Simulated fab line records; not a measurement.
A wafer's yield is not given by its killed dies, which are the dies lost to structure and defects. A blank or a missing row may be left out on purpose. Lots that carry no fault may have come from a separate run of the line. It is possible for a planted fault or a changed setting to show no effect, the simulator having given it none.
Which tool is to blame? ; flow nand harc ; Sampling: 24 lots, 72 wafers, 6 of 1302 route steps

## WHAT THE GAUGES READ, wafer by wafer
Not one reading of a measure or inspect step in the record can be checked against a usual standard deviation.

## EACH LOT AND THE TOOL THAT RAN IT (in order: tool; ch and the chambers of the sampled wafers; start)
lot;NHARC_P_ZERO_WELL_DESCUM_13;NHARC_P_STI_ETCH_31;NHARC_P_STI_ETCH_15;NHARC_P_GATE_ALD_36;NHARC_P_GATE_STRIP_76;NHARC_P_M0_PRE_CLEAN_31
L074;rie diel-09 ch 0,1,3, day 1 21:30;rie diel-06 ch 0,2,3, day 2 21:56 or earlier;rie si-05 ch 0,2, day 2 21:56;ald sin-02 ch 1,2,3, day 5 10:38;plasma asher-01 ch 0,1, day 5 21:20;pecvd-02 ch 0,2, day 6 09:37
L075;rie diel-13 ch 2,3, day 2 08:37;rie diel-06 ch 0,3, day 3 08:50 or earlier;rie si-03 ch 1,3, day 3 08:50;ald sin-04 ch 1,2, day 5 12:28;plasma asher-01 ch 0,1, day 6 03:25;pecvd-02 ch 0,2, day 6 16:02
L076;rie diel-04 ch 0,3, day 2 17:24;rie diel-11 ch 0,2, day 3 17:40 or earlier;rie si-03 ch 1,3, day 3 17:40;ald sin-01 ch 0,1, day 6 06:54;plasma asher-01 ch 0, day 6 18:53;pecvd-01 ch 0,1, day 7 07:16
L077;rie diel-13 ch 0,1,3, day 3 03:26;rie diel-06 ch 0,2,3, day 4 01:21 or earlier;rie si-05 ch 0,1,3, day 4 01:21;ald sin-02 ch 1,2,3, day 6 06:22;plasma asher-01 ch 0,1, day 6 19:24;pecvd-04 ch 0,1,2, day 7 08:14
L078;rie diel-09 ch 0,1, day 3 13:24;rie diel-11 ch 1,3, day 4 16:41 or earlier;rie si-04 ch 0,1,2, day 4 16:41;ald sin-01 ch 1,3, day 7 03:56;plasma asher-02 ch 0,1, day 7 16:59;pecvd-02 ch 0,2, day 8 05:49
L079;rie diel-04 ch 1,2,3, day 3 23:18;rie diel-06 ch 0,3, day 4 22:14 or earlier;rie si-05 ch 2,3, day 4 22:14;ald sin-04 ch 1,2,3, day 7 06:49;plasma asher-01 ch 0,1, day 7 16:46;pecvd-01 ch 0,1,2, day 8 05:06
L080;rie diel-04 ch 2,3, day 4 09:23;rie diel-11 ch 0,1,2, day 5 06:58 or earlier;rie si-03 ch 0,1, day 5 06:58;ald sin-02 ch 0,3, day 7 12:44;plasma asher-02 ch 0,1, day 8 03:52;pecvd-02 ch 0,1,2, day 8 16:23
L081;rie diel-09 ch 0,1,2, day 4 19:24;rie diel-11 ch 2,3, day 5 18:35 or earlier;rie si-03 ch 1,2,3, day 5 18:35;ald sin-04 ch 0,3, day 8 02:57;plasma asher-02 ch 0,1, day 8 15:51;pecvd-02 ch 0,1,2, day 9 04:58
L082;rie diel-09 ch 2,3, day 5 05:25;rie diel-11 ch 0,1,2, day 6 04:02 or earlier;rie si-03 ch 0,1,3, day 6 04:02;ald sin-01 ch 0,2, day 8 08:49;plasma asher-01 ch 0, day 8 22:40;pecvd-02 ch 1,2, day 9 11:04
L083;rie diel-04 ch 0,1,3, day 5 15:23;rie diel-11 ch 0,1,2, day 6 14:42 or earlier;rie si-03 ch 0,1,2, day 6 14:42;ald sin-02 ch 0,1,3, day 8 19:46;plasma asher-02 ch 0,1, day 9 08:53;pecvd-02 ch 0,1,2, day 9 21:28
L084;rie diel-09 ch 0,1,2, day 6 01:25;rie diel-10 ch 0,2,3, day 6 22:39 or earlier;rie si-04 ch 2,3, day 6 22:39;ald sin-04 ch 1,2, day 9 08:11;plasma asher-02 ch 0,1, day 9 20:22;pecvd-01 ch 1,2, day 10 08:45
L085;rie diel-04 ch 0,1,2, day 6 11:17;rie diel-11 ch 0,2,3, day 7 08:18 or earlier;rie si-04 ch 0,1,3, day 7 08:18;ald sin-01 ch 0,2,3, day 9 18:05;plasma asher-01 ch 0,1, day 10 09:08;pecvd-04 ch 0,1,2, day 10 22:55
L086;rie diel-09 ch 0,2,3, day 6 21:25;rie diel-06 ch 0,1,3, day 7 18:47 or earlier;rie si-04 ch 0,2,3, day 7 18:47;ald sin-02 ch 0,1,3, day 10 01:50;plasma asher-01 ch 0,1, day 10 14:52;pecvd-01 ch 0,2, day 11 03:26
L087;rie diel-04 ch 0,2,3, day 7 07:24;rie diel-06 ch 0,3, day 8 06:31 or earlier;rie si-04 ch 0,1, day 8 06:31;ald sin-04 ch 0,1,3, day 10 10:57;plasma asher-01 ch 1, day 11 00:05;pecvd-02 ch 0,1, day 11 12:38
L088;rie diel-13 ch 1,2, day 7 17:24;rie diel-11 ch 0,3, day 8 14:50 or earlier;rie si-05 ch 0,1,3, day 8 14:50;ald sin-02 ch 1,2, day 11 03:34;plasma asher-01 ch 0,1, day 11 16:42;pecvd-02 ch 0,1,2, day 12 05:07
L089;rie diel-09 ch 1,2,3, day 8 03:53;rie diel-11 ch 2,3, day 9 02:37 or earlier;rie si-03 ch 1,2, day 9 02:37;ald sin-01 ch 2,3, day 11 02:43;plasma asher-01 ch 0,1, day 11 17:58;pecvd-01 ch 1,2, day 12 06:26
L090;rie diel-09 ch 0,1,2, day 8 15:14;rie diel-10 ch 1,2,3, day 9 15:53 or earlier;rie si-03 ch 0,1,2, day 9 15:53;ald sin-02 ch 0,2,3, day 12 03:02;plasma asher-02 ch 0,1, day 12 16:12;pecvd-02 ch 0,1, day 13 04:28
L091;rie diel-04 ch 0,1,2, day 8 23:17;rie diel-10 ch 0,3, day 9 21:08 or earlier;rie si-04 ch 1,2,3, day 9 21:08;ald sin-01 ch 1,2,3, day 12 05:49;plasma asher-01 ch 0,1, day 12 16:49;pecvd-04 ch 0,1,2, day 13 05:17
L092;rie diel-09 ch 0,1,3, day 9 09:20;rie diel-10 ch 1,2,3, day 10 07:02 or earlier;rie si-04 ch 1,2,3, day 10 07:02;ald sin-04 ch 1,2, day 12 12:02;plasma asher-02 ch 0,1, day 13 00:02;pecvd-01 ch 0,1,2, day 13 12:30
L093;rie diel-13 ch 0,1,3, day 9 19:26;rie diel-10 ch 0,3, day 10 19:34 or earlier;rie si-03 ch 1,2, day 10 19:34;ald sin-02 ch 0,1,2, day 13 02:52;plasma asher-01 ch 0,1, day 13 15:02;pecvd-02 ch 1,2, day 14 03:37
L094;rie diel-09 ch 2,3, day 10 05:28;rie diel-06 ch 0,3, day 11 03:56 or earlier;rie si-03 ch 0,1,2, day 11 03:56;ald sin-01 ch 0,1,3, day 13 08:29;plasma asher-02 ch 0,1, day 13 19:35;pecvd-02 ch 0,1,2, day 14 08:01
L095;rie diel-04 ch 2,3, day 10 15:23;rie diel-10 ch 1,2,3, day 11 16:58 or earlier;rie si-05 ch 0,2,3, day 11 16:58;ald sin-04 ch 0,3, day 14 06:12;plasma asher-01 ch 0,1, day 14 19:16;pecvd-04 ch 1,2, day 15 07:36
L096;rie diel-09 ch 0,2,3, day 11 01:24;rie diel-11 ch 1,2,3, day 12 01:04 or earlier;rie si-05 ch 0,1,2, day 12 01:04;ald sin-01 ch 1,2,3, day 14 09:59;plasma asher-02 ch 0,1, day 14 21:55;pecvd-02 ch 0,1,2, day 15 10:24
L097;rie diel-13 ch 0,1,3, day 11 11:26;rie diel-11 ch 1,2,3, day 12 13:55 or earlier;rie si-04 ch 0,1, day 12 13:55;ald sin-02 ch 0,1, day 14 19:40;plasma asher-02 ch 1, day 15 08:54;pecvd-01 ch 0,1, day 15 21:34
- NHARC_P_ZERO_WELL_DESCUM_13: chemistry O2, time 3 s.
- NHARC_P_STI_ETCH_31: etches the open film in CF4/CHF3, target depth 108.9 nm, time 54.5 s.
- NHARC_P_STI_ETCH_15: etches the open film in HBr/Cl2, target depth 300 nm, time 100.1 s.
- NHARC_P_GATE_ALD_36: deposits SiNx, target thk 20 nm, pulse time 60 s, ald cycles 223.
- NHARC_P_GATE_STRIP_76: strips in O2.
- NHARC_P_M0_PRE_CLEAN_31: time 12 s.

## AS READ BY THE TOOLS THEMSELVES (means over the sampled wafers that have a number; for cases with no such wafer, the mark the record gives instead)
NHARC_P_ZERO_WELL_DESCUM_13. Usual: drypump motor current A 5.7 A, standard deviation 0.34; oes product au 1.004 a.u., standard deviation 0.012; rf vpp V 57.8 V, standard deviation 0.9; showerhead plenum p Torr 1.92 Torr, standard deviation 0.096; throttle valve pct 11.311 %, standard deviation 0.0092.
lot;tool;drypump motor current A (A);oes product au (a.u.);rf vpp V (V);showerhead plenum p Torr (Torr);throttle valve pct (%);flag
L074;rie diel-09;5.7;0.987;56.8;1.85;11.314;
L075;rie diel-13;5.2;0.998;58.0;2.05;11.316;
L076;rie diel-04;5.9;1.015;58.2;2.00;11.314;
L077;rie diel-13;5.5;1.007;58.4;1.95;11.323;
L078;rie diel-09;5.9;1.003;57.8;1.84;11.309;
L079;rie diel-04;5.7;0.993;57.7;1.86;11.311;
L080;rie diel-04;6.0;1.016;57.5;1.84;11.314;
L081;rie diel-09;6.0;0.991;58.6;1.88;11.313;
L082;rie diel-09;5.6;1.006;58.4;1.93;11.316;
L083;rie diel-04;5.8;1.008;57.5;1.95;11.312;
L084;rie diel-09;6.0;0.997;57.5;1.88;11.307;
L085;rie diel-04;5.6;1.016;57.1;1.93;11.308;
L086;rie diel-09;5.8;1.000;57.8;1.89;11.308;
L087;rie diel-04;5.8;1.010;57.7;1.90;11.309;
L088;rie diel-13;5.4;0.999;58.3;1.95;11.312;
L089;rie diel-09;5.8;1.009;57.7;1.92;11.310;
L090;rie diel-09;6.1;1.003;58.2;1.98;11.310;
L091;rie diel-04;5.6;0.996;58.2;1.92;11.317;
L092;rie diel-09;5.7;1.008;57.7;1.94;11.312;
L093;rie diel-13;5.6;1.009;57.4;1.93;11.321;
L094;rie diel-09;5.7;1.020;57.3;1.92;11.321;
L095;rie diel-04;6.0;0.991;56.7;1.83;11.320;
L096;rie diel-09;5.8;1.014;57.9;1.98;11.309;
L097;rie diel-13;5.5;1.012;57.9;1.93;11.306;

NHARC_P_STI_ETCH_31. Usual: cf4 flow sccm 100.1 sccm, standard deviation 0.35; drypump motor current A 5.6 A, standard deviation 0.47; oes product au 0.961 a.u., standard deviation 0.017; rf vpp V 371.1 V, standard deviation 2.1; showerhead plenum p Torr 1.59 Torr, standard deviation 0.059; throttle valve pct 16.804 %, standard deviation 0.0093.
lot;tool;cf4 flow sccm (sccm);drypump motor current A (A);oes product au (a.u.);rf vpp V (V);showerhead plenum p Torr (Torr);throttle valve pct (%);flag
L074;rie diel-06;99.8;5.5;0.968;370.2;1.56;16.806;
L075;rie diel-06;99.8;5.3;0.961;369.9;1.55;16.804;
L076;rie diel-11;100.4;5.9;0.950;371.4;1.60;16.798;
L077;rie diel-06;100.2;5.6;0.962;370.5;1.56;16.801;
L078;rie diel-11;99.8;6.0;0.969;372.3;1.63;16.809;
L079;rie diel-06;100.2;5.3;0.966;369.7;1.55;16.813;
L080;rie diel-11;100.2;5.6;0.978;370.8;1.58;16.800;
L081;rie diel-11;100.3;6.2;0.926;372.5;1.62;16.795;
L082;rie diel-11;100.2;5.6;0.972;371.1;1.58;16.793;
L083;rie diel-11;100.2;5.6;0.960;370.2;1.58;16.802;
L084;rie diel-10;99.9;5.4;0.972;371.1;1.59;16.803;
L085;rie diel-11;99.7;5.9;0.959;372.6;1.63;16.807;
L086;rie diel-06;100.2;5.5;0.969;370.6;1.57;16.798;
L087;rie diel-06;100.1;5.3;0.953;369.6;1.55;16.805;
L088;rie diel-11;100.2;5.9;0.966;373.6;1.67;16.803;
L089;rie diel-11;100.1;6.3;0.964;373.1;1.66;16.812;
L090;rie diel-10;100.2;5.3;0.971;370.5;1.58;16.802;
L091;rie diel-10;99.8;5.8;0.970;372.0;1.63;16.805;
L092;rie diel-10;99.8;5.2;0.938;371.0;1.58;16.802;
L093;rie diel-10;99.7;5.8;0.976;371.8;1.63;16.800;
L094;rie diel-06;100.0;5.3;0.961;371.6;1.60;16.810;
L095;rie diel-10;100.4;5.3;0.951;370.2;1.58;16.808;
L096;rie diel-11;100.1;6.0;0.957;372.1;1.60;16.803;
L097;rie diel-11;100.0;6.0;0.957;371.7;1.60;16.807;

NHARC_P_STI_ETCH_15. Usual: drypump motor current A 5.9 A, standard deviation 0.52; oes product au 1.000 a.u., standard deviation 0.009; throttle valve pct 26.407 %, standard deviation 0.0087.
lot;tool;drypump motor current A (A);oes product au (a.u.);throttle valve pct (%);flag
L074;rie si-05;5.9;0.996;26.401;
L075;rie si-03;5.4;0.991;26.410;
L076;rie si-03;5.6;0.988;26.403;
L077;rie si-05;5.9;1.004;26.413;
L078;rie si-04;6.1;1.001;26.399;
L079;rie si-05;5.9;1.010;26.406;
L080;rie si-03;6.4;1.006;26.402;
L081;rie si-03;5.4;1.000;26.405;
L082;rie si-03;5.9;0.994;26.400;
L083;rie si-03;5.9;1.002;26.410;
L084;rie si-04;6.7;0.999;26.411;
L085;rie si-04;6.1;1.003;26.403;
L086;rie si-04;6.5;1.003;26.412;
L087;rie si-04;5.9;1.002;26.406;
L088;rie si-05;5.9;1.003;26.397;
L089;rie si-03;5.5;1.001;26.404;
L090;rie si-03;5.9;1.003;26.409;
L091;rie si-04;6.2;1.004;26.415;
L092;rie si-04;6.2;1.004;26.417;
L093;rie si-03;5.5;0.996;26.418;
L094;rie si-03;5.9;1.003;26.412;
L095;rie si-05;5.8;1.002;26.409;
L096;rie si-05;6.0;0.992;26.412;
L097;rie si-04;5.9;0.991;26.414;

NHARC_P_GATE_ALD_36. Usual: heater power w 809 W, standard deviation 80; precursor pulse height rel 0.995, standard deviation 0.018.
lot;tool;heater power w (W);precursor pulse height rel;flag
L074;ald sin-02;843;0.995;
L075;ald sin-04;792;0.972;
L076;ald sin-01;736;1.001;
L077;ald sin-02;847;1.003;
L078;ald sin-01;756;1.003;
L079;ald sin-04;845;0.984;
L080;ald sin-02;823;0.994;
L081;ald sin-04;869;1.019;
L082;ald sin-01;724;0.992;
L083;ald sin-02;861;1.004;
L084;ald sin-04;803;0.993;
L085;ald sin-01;737;0.997;
L086;ald sin-02;869;0.984;
L087;ald sin-04;879;0.983;
L088;ald sin-02;871;0.991;
L089;ald sin-01;745;0.984;
L090;ald sin-02;841;0.991;
L091;ald sin-01;709;1.002;
L092;ald sin-04;799;1.012;
L093;ald sin-02;877;1.007;
L094;ald sin-01;734;0.996;
L095;ald sin-04;834;1.004;
L096;ald sin-01;709;0.979;
L097;ald sin-02;896;1.000;

NHARC_P_GATE_STRIP_76. Usual: drypump motor current A 5.81 A, standard deviation 0.28; heater power w 342 W, standard deviation 55.
lot;tool;drypump motor current A (A);heater power w (W);flag
L074;plasma asher-01;5.75;368;
L075;plasma asher-01;5.75;369;
L076;plasma asher-01;5.35;349;
L077;plasma asher-01;5.73;367;
L078;plasma asher-02;6.03;339;
L079;plasma asher-01;5.58;359;
L080;plasma asher-02;6.04;336;
L081;plasma asher-02;6.03;337;
L082;plasma asher-01;5.39;351;
L083;plasma asher-02;6.01;291;
L084;plasma asher-02;6.02;291;
L085;plasma asher-01;5.57;361;
L086;plasma asher-01;5.57;366;
L087;plasma asher-01;5.96;378;
L088;plasma asher-01;5.57;366;
L089;plasma asher-01;5.75;373;
L090;plasma asher-02;6.04;326;
L091;plasma asher-01;5.59;362;
L092;plasma asher-02;6.04;321;
L093;plasma asher-01;5.59;358;
L094;plasma asher-02;6.01;283;
L095;plasma asher-01;5.56;360;
L096;plasma asher-02;6.02;280;
L097;plasma asher-02;6.06;371;

NHARC_P_M0_PRE_CLEAN_31. Usual: heater power w at 661 W, with a standard deviation of 82.
lot;tool;heater power w (W);flag
L074;pecvd-02;606;
L075;pecvd-02;651;
L076;pecvd-01;683;
L077;pecvd-04;605;
L078;pecvd-02;615;
L079;pecvd-01;726;
L080;pecvd-02;638;
L081;pecvd-02;630;
L082;pecvd-02;575;
L083;pecvd-02;667;
L084;pecvd-01;803;
L085;pecvd-04;623;
L086;pecvd-01;704;
L087;pecvd-02;653;
L088;pecvd-02;628;
L089;pecvd-01;773;
L090;pecvd-02;655;
L091;pecvd-04;617;
L092;pecvd-01;707;
L093;pecvd-02;594;
L094;pecvd-02;633;
L095;pecvd-04;639;
L096;pecvd-02;658;
L097;pecvd-01;713;

## THE ANSWER, worked out from the rows above alone
Rule: a lot is off if the mean of its wafers that have a number lies more than 3 standard deviations from the usual mean. Also off: a lot with no number at a reading for which 4 or more lots have one. Where the step has rows for the other lots, those lots are counted as sound. First the gauges in route order, then the tools' own readings, where a lot's mean is used as printed above. At the first step where some lot is off, the reading lying furthest off is the one used; lots without a number count as furthest.
Nothing can be told from this: no lot is off at any reading shown.

## WHAT WAS PUT IN BY THE SIMULATOR
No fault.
